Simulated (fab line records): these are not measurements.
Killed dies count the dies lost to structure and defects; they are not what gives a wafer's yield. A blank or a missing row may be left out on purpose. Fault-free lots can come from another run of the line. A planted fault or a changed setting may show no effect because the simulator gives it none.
Matching of chambers -- flow n5-finfet -- N5_BEOL_M6_CURE_75 on uv-cure-02 has 3 sister chambers
The step cures SiCOH lowk, time 120 s. 20 wafers are shown with their chamber, then 10 later ones without.

== WAFERS PAIRED WITH THEIR CHAMBERS ==
wafer,chamber,wafer_temp_C_max,lamp-power-pct (%)
L084.1,0,372.4,52.31
L084.2,0,372.6,52.27
L084.5,0,372.4,52.27
L085.2,1,371.3,52.34
L085.5,1,371.6,52.24
L085.6,1,371.5,52.43
L086.1,0,372.6,52.38
L086.2,0,372.2,52.31
L086.5,0,372.9,52.23
L087.2,1,371.3,52.27
L087.4,1,371.3,52.27
L087.6,1,372.0,52.23
L089.2,0,372.8,52.29
L089.4,0,373.3,52.27
L089.6,0,371.9,52.30
L090.1,2,371.4,52.35
L090.2,2,371.7,52.25
L090.6,2,371.3,52.37
L092.1,0,372.1,52.23
L092.2,0,372.1,52.38

SIGNATURES, as means of the wafers listed above
reading,chamber 0,chamber 1,chamber 2,scatter within a chamber
wafer_temp_C_max,372.482,371.500,371.467,0.357
lamp-power-pct,52.2945,52.2967,52.3233,0.0605
Rule: a wafer's distance from a chamber is the root of the sum, over the readings, of the square of ((its reading less the chamber's mean) divided by the reading's scatter). The wafer belongs to the nearest chamber; if the next one is less than 2 further off, it can't be placed. The scatter: take each reading less its chamber's mean, square it, sum over the shown wafers, divide by the number of wafers less the number of chambers, and take the root.

== WAFERS MISSING THEIR CHAMBER ==
wafer,wafer_temp_C_max,lamp-power-pct (%)
L092.4,371.6,52.35
L093.1,371.4,52.28
L093.3,371.3,52.28
L093.4,371.2,52.29
L094.1,371.0,52.25
L094.3,371.0,52.32
L094.6,371.4,52.34
L096.1,371.5,52.34
L096.4,371.6,52.32
L096.5,371.8,52.35

== THE CHAMBER EACH PASSED THROUGH ==
wafer,from the rows above,in truth
L092.4,can't be placed: 2 or 1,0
L093.1,can't be placed: 1 or 2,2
L093.3,can't be placed: 1 or 2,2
L093.4,can't be placed: 1 or 2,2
L094.1,can't be placed: 1 or 2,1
L094.3,can't be placed: 2 or 1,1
L094.6,can't be placed: 2 or 1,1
L096.1,can't be placed: 2 or 1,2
L096.4,can't be placed: 2 or 1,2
L096.5,can't be placed: 2 or 1 or 0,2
0 of 10 placed correctly. Cannot be placed on the basis of these rows: 10; the candidates contain the true chamber in 9. 0 placed wrongly.
